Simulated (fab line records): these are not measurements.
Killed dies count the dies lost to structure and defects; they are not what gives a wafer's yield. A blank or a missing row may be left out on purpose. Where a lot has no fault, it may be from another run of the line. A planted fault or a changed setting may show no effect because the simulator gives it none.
Matching of chambers    flow n5Finfet    N5_BEOL_M3_CO_CAP_55 on cvdCo-01 has 3 sister chambers
The step material Co, precursor CCTBA/H2, target thk 2 nm, time 102.1 s. 3 wafers are shown with their chamber, then 12 later ones without.

WAFERS PAIRED WITH THEIR CHAMBERS
wafer   chamber  heaterPowerW (W)
L088.2  1        234
L088.4  0        225
L088.5  2        215

WAFERS MISSING THEIR CHAMBER
wafer   heaterPowerW (W)
L093.2  223
L093.3  240
L093.4  229
L091.1  236
L091.2  219
L091.3  220
L095.2  221
L095.3  232
L095.4  224
L097.2  226
L097.4  227
L097.5  225

WHICH CHAMBER EACH WENT THROUGH
wafer    from the rows above       in truth
L093.2   can't be placed: 0 or 2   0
L093.3   1                         1
L093.4   can't be placed: 0 or 1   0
L091.1   1                         1
L091.2   can't be placed: 2 or 0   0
L091.3   can't be placed: 0 or 2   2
L095.2   can't be placed: 0 or 2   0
L095.3   can't be placed: 1 or 0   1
L095.4   0                         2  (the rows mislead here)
L097.2   0                         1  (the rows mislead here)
L097.4   can't be placed: 0 or 1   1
L097.5   0                         0
3 of 12 placed correctly. Not placeable from these rows: 7 (in 7, the candidates include the true chamber). Wrongly placed: 2.
How it was worked out, from the rows above alone: a wafer's distance from a chamber is the root of the sum, over the readings, of the square of ((its reading less the chamber's mean) divided by the reading's scatter). If the next closest chamber is less than 2 further off than the closest, the wafer can't be placed; otherwise it belongs to the closest. For every chamber, the mean is computed from those of its wafers that are shown. The scatter: root of mean squared gap, hidden wafer to nearest shown wafer, with one shown wafer a chamber.
